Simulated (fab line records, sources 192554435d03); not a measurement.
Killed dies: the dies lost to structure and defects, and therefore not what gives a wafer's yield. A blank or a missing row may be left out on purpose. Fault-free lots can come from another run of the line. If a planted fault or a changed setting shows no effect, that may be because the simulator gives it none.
Which tool was responsible? | flow n5Finfet | 9 lots with 27 wafers sampled at 5 steps, on a route of 1938 steps

== WHAT EACH GAUGE READ, for each wafer ==
N5_BEOL_M4_RC_MEAS_101. Usual: DIBL_N 37.3 mV/V, standard deviation 2.3; DIBL_P 37.4 mV/V, standard deviation 2.9; IOFF_N 0.18 nA/um, standard deviation 0.045; IOFF_P 0.25 nA/um, standard deviation 0.054; ION_N 679 uA/um, standard deviation 15; ION_P 468 uA/um, standard deviation 9.7; SS_N 71.8 mV/dec, standard deviation 0.62; SS_P 73.6 mV/dec, standard deviation 0.76; VT_N 248 mV, standard deviation 4.1; VT_P -248 mV, standard deviation 3.6.
lot  | measured     | on        | DIBL_N (mV/V)  | DIBL_P (mV/V)  | IOFF_N (nA/um) | IOFF_P (nA/um) | ION_N (uA/um) | ION_P (uA/um) | SS_N (mV/dec)  | SS_P (mV/dec)  | VT_N (mV)   | VT_P (mV)      | flag
L598 | day 8 14:34  | prober-01 | 36.8 36.2 37.5 | 37.7 35.5 37.9 | 0.16 0.14 0.17 | 0.26 0.24 0.28 | 687 669 689   | 483 466 482   | 72.0 71.4 71.9 | 74.3 73.4 73.8 | 247 251 246 | -246 -245 -246 | 
L601 | day 8 22:00  | prober-01 | 36.8 38.7 37.2 | 36.0 38.6 37.3 | 0.17 0.21 0.18 | 0.23 0.28 0.26 | 683 687 692   | 464 473 480   | 71.3 72.1 71.9 | 73.0 74.0 74.4 | 251 247 248 | -249 -245 -245 | 
L610 | day 11 20:29 | prober-02 | 39.9 33.8 36.5 | 41.6 33.4 36.2 | 0.25 0.12 0.15 | 0.33 0.18 0.22 | 703 675 658   | 481 470 465   | 71.6 71.2 71.5 | 73.8 72.9 73.8 | 245 252 253 | -243 -251 -247 | 
L611 | day 11 02:22 | prober-01 | 38.6 37.7 35.2 | 39.5 38.2 35.6 | 0.19 0.17 0.12 | 0.26 0.25 0.21 | 668 683 647   | 457 469 448   | 72.1 72.4 72.0 | 74.2 73.5 74.0 | 248 248 253 | -251 -251 -252 | 
L613 | day 12 05:07 | prober-02 | 33.5 32.0 35.5 | 34.4 33.1 35.0 | 0.14 0.13 0.16 | 0.20 0.19 0.21 | 669 679 652   | 463 468 450   | 70.6 70.6 71.8 | 73.1 72.6 73.5 | 251 249 251 | -249 -250 -253 | 
L615 | day 12 10:14 | prober-01 | 38.1 39.1 36.4 | 38.7 39.5 35.6 | 0.18 0.20 0.16 | 0.23 0.24 0.19 | 679 674 685   | 459 458 465   | 72.0 71.9 71.9 | 73.5 73.8 73.0 | 246 246 249 | -250 -250 -252 | 
L616 | day 12 10:40 | prober-02 | 39.6 41.1 36.8 | 38.4 40.5 33.9 | 0.19 0.23 0.14 | 0.25 0.32 0.17 | 683 682 653   | 464 467 449   | 71.9 73.4 71.7 | 74.1 74.8 72.3 | 248 246 255 | -251 -244 -253 | 
L617 | day 13 04:02 | prober-01 | 38.4 36.2 38.8 | 38.8 35.8 39.9 | 0.19 0.15 0.20 | 0.27 0.22 0.29 | 677 662 677   | 475 462 469   | 71.7 71.6 72.2 | 73.7 72.5 73.6 | 246 252 248 | -244 -245 -245 | 
L619 | day 13 12:40 | prober-01 | 38.2 38.9 34.8 | 37.6 41.0 34.9 | 0.17 0.22 0.12 | 0.22 0.31 0.19 | 663 688 654   | 455 470 460   | 72.4 72.6 71.5 | 73.6 74.6 73.9 | 254 244 257 | -252 -246 -251 | 

== EACH LOT AND THE TOOL THAT RAN IT (in order: tool; ch and the chambers of the sampled wafers; start) ==
lot  | N5_HKMG_FIN_STRIP_92             | N5_HKMG_FIN_STRIP_89             | N5_HKMG_FIN_NWFM_ALD_20           | N5_HKMG_FIN_ALD_72
L598 | rieDiel-04 ch 2,3, day 4 12:31   | rieDiel-04 ch 0,1,2, day 4 13:27 | aldMetal-02 ch 0,2,3, day 4 14:02 | cvdW-01 ch 0,1, day 4 15:34
L601 | rieDiel-06 ch 0,2,3, day 5 08:43 | rieDiel-04 ch 0,2,3, day 5 09:39 | aldMetal-01 ch 0,1, day 5 10:14   | cvdW-01 ch 0,1, day 5 11:47
L610 | rieDiel-04 ch 1,2,3, day 7 09:29 | rieDiel-06 ch 0,1, day 7 10:38   | aldMetal-01 ch 2,3, day 7 11:13   | cvdW-02 ch 0,1, day 7 12:46
L611 | rieDiel-02 ch 1,2, day 7 16:02   | rieDiel-04 ch 0,1, day 7 16:58   | aldMetal-01 ch 1,2, day 7 17:32   | cvdW-02 ch 0,1, day 7 19:06
L613 | rieDiel-04 ch 1,2, day 8 03:05   | rieDiel-04 ch 0,1, day 8 04:01   | aldMetal-01 ch 1,2, day 8 04:39   | cvdW-02 ch 0,1, day 8 06:17
L615 | rieDiel-06 ch 1,2,3, day 8 20:04 | rieDiel-06 ch 1,2,3, day 8 21:03 | aldMetal-02 ch 0,1,2, day 8 21:37 | cvdW-01 ch 0,1, day 8 23:10
L616 | rieDiel-02 ch 0,1, day 9 00:31   | rieDiel-02 ch 1,2, day 9 01:26   | aldMetal-01 ch 1,3, day 9 02:01   | cvdW-01 ch 0,1, day 9 03:40
L617 | rieDiel-06 ch 0,1, day 9 05:01   | rieDiel-02 ch 1,2, day 9 05:56   | aldMetal-01 ch 0,1,3, day 9 06:31 | cvdW-01 ch 1, day 9 08:03
L619 | rieDiel-04 ch 0,1,2, day 9 19:14 | rieDiel-02 ch 0,2,3, day 9 20:14 | aldMetal-03 ch 0,1, day 9 20:49   | cvdW-01 ch 0,1, day 9 22:27
- N5_HKMG_FIN_STRIP_92: strips SOC in N2/H2, time 20 s.
- N5_HKMG_FIN_STRIP_89: strips SOC in N2/H2, time 20 s.
- N5_HKMG_FIN_NWFM_ALD_20: deposits TiAlC, target thk 2 nm, pulse time 3 s, purge time 2 s.
- N5_HKMG_FIN_ALD_72: deposits W, target thk 2 nm, pulse time 1 s, purge time 2 s.

== WHAT THE TOOLS THEMSELVES READ (means of the sampled wafers that have a number; where no wafer has one, the mark that the record gives instead) ==
N5_HKMG_FIN_STRIP_92. Usual: drypumpMotorCurrentA 5.6 A, standard deviation 0.37; oesProductAu 0.79 a.u., standard deviation 0.09; rfVppV 54.1 V, standard deviation 0.86; showerheadPlenumPTorr 3.33 Torr, standard deviation 0.091; throttleValvePct 19.0 %, standard deviation 0.46.
lot  | tool       | drypumpMotorCurrentA (A) | oesProductAu (a.u.) | rfVppV (V) | showerheadPlenumPTorr (Torr) | throttleValvePct (%) | flag
L598 | rieDiel-04 | 5.7                      | 0.79                | 53.7       | 3.25                         | 18.2                 | 
L601 | rieDiel-06 | 5.6                      | 0.78                | 55.5       | 3.34                         | 19.2                 | 
L610 | rieDiel-04 | 5.6                      | 0.76                | 53.1       | 3.25                         | 18.9                 | 
L611 | rieDiel-02 | 5.1                      | 0.74                | 54.2       | 3.39                         | 18.8                 | 
L613 | rieDiel-04 | 5.4                      | 0.74                | 53.8       | 3.27                         | 19.6                 | 
L615 | rieDiel-06 | 5.7                      | 0.82                | 53.2       | 3.31                         | 19.2                 | 
L616 | rieDiel-02 | 5.8                      | 0.71                | 53.9       | 3.36                         | 18.6                 | 
L617 | rieDiel-06 | 5.9                      | 0.97                | 54.4       | 3.31                         | 18.8                 | 
L619 | rieDiel-04 | 5.7                      | 0.72                | 53.6       | 3.34                         | 19.3                 | 

N5_HKMG_FIN_STRIP_89. Usual: drypumpMotorCurrentA 5.6 A, standard deviation 0.41; oesProductAu 0.78 a.u., standard deviation 0.082; rfVppV 54.0 V, standard deviation 0.86; showerheadPlenumPTorr 3.33 Torr, standard deviation 0.095; throttleValvePct 19.0 %, standard deviation 0.48.
lot  | tool       | drypumpMotorCurrentA (A) | oesProductAu (a.u.) | rfVppV (V) | showerheadPlenumPTorr (Torr) | throttleValvePct (%) | flag
L598 | rieDiel-04 | 5.7                      | 0.76                | 53.5       | 3.36                         | 19.2                 | 
L601 | rieDiel-04 | 5.9                      | 0.76                | 54.1       | 3.34                         | 18.6                 | 
L610 | rieDiel-06 | 5.9                      | 0.75                | 54.4       | 3.32                         | 19.0                 | 
L611 | rieDiel-04 | 5.4                      | 0.74                | 54.3       | 3.33                         | 19.8                 | 
L613 | rieDiel-04 | 5.8                      | 0.73                | 54.3       | 3.40                         | 19.4                 | 
L615 | rieDiel-06 | 5.7                      | 0.81                | 54.0       | 3.31                         | 19.2                 | 
L616 | rieDiel-02 | 5.1                      | 0.73                | 54.2       | 3.39                         | 18.8                 | 
L617 | rieDiel-02 | 5.1                      | 0.73                | 54.2       | 3.39                         | 18.8                 | 
L619 | rieDiel-02 | 5.3                      | 0.76                | 54.1       | 3.41                         | 19.1                 | 

N5_HKMG_FIN_NWFM_ALD_20. Usual: heaterPowerOuterW 300 W, standard deviation 31; heaterPowerW 528 W, standard deviation 46; precursorPulseHeightRel 0.999, standard deviation 0.019.
lot  | tool        | heaterPowerOuterW (W) | heaterPowerW (W) | precursorPulseHeightRel | flag
L598 | aldMetal-02 | 304                   | 514              | 0.991                   | 
L601 | aldMetal-01 | 283                   | 516              | 0.997                   | 
L610 | aldMetal-01 | 299                   | 546              | 0.995                   | 
L611 | aldMetal-01 | 262                   | 494              | 0.998                   | 
L613 | aldMetal-01 | 264                   | 497              | 1.006                   | 
L615 | aldMetal-02 | 300                   | 507              | 1.004                   | 
L616 | aldMetal-01 | 274                   | 508              | 0.986                   | 
L617 | aldMetal-01 | 294                   | 541              | 0.988                   | 
L619 | aldMetal-03 | 305                   | 538              | 0.995                   | 

N5_HKMG_FIN_ALD_72. Usual: heaterPowerOuterW 297 W, standard deviation 16; heaterPowerW 498 W, standard deviation 28; precursorPulseHeightRel 0.999, standard deviation 0.018.
lot  | tool    | heaterPowerOuterW (W) | heaterPowerW (W) | precursorPulseHeightRel | flag
L598 | cvdW-01 | 296                   | 497              | 0.989                   | 
L601 | cvdW-01 | 290                   | 501              | 1.009                   | 
L610 | cvdW-02 | 306                   | 505              | 1.008                   | 
L611 | cvdW-02 | 303                   | 516              | 0.993                   | 
L613 | cvdW-02 | 299                   | 506              | 0.987                   | 
L615 | cvdW-01 | 290                   | 490              | 0.996                   | 
L616 | cvdW-01 | 300                   | 504              | 1.021                   | 
L617 | cvdW-01 | 313                   | 513              | 0.990                   | 
L619 | cvdW-01 | 301                   | 503              | 0.994                   | 

== THE ANSWER, worked out from the rows above alone ==
Rule: take the mean of a lot's wafers that have a number; if it is more than 3 standard deviations from the usual mean, the lot is off. Also off: a lot with no number at a reading for which 4 or more lots have one. All remaining lots with rows at the step are treated as sound. After the gauges, taken in route order, come the tools' own readings; for these a lot's mean is taken, as printed above. At the first step where some lot is off, the reading lying furthest off is the one used; lots without a number count as furthest.
No lot is off at any reading shown: from this, nothing can be told.

== WHAT THE SIMULATOR HAD INSERTED ==
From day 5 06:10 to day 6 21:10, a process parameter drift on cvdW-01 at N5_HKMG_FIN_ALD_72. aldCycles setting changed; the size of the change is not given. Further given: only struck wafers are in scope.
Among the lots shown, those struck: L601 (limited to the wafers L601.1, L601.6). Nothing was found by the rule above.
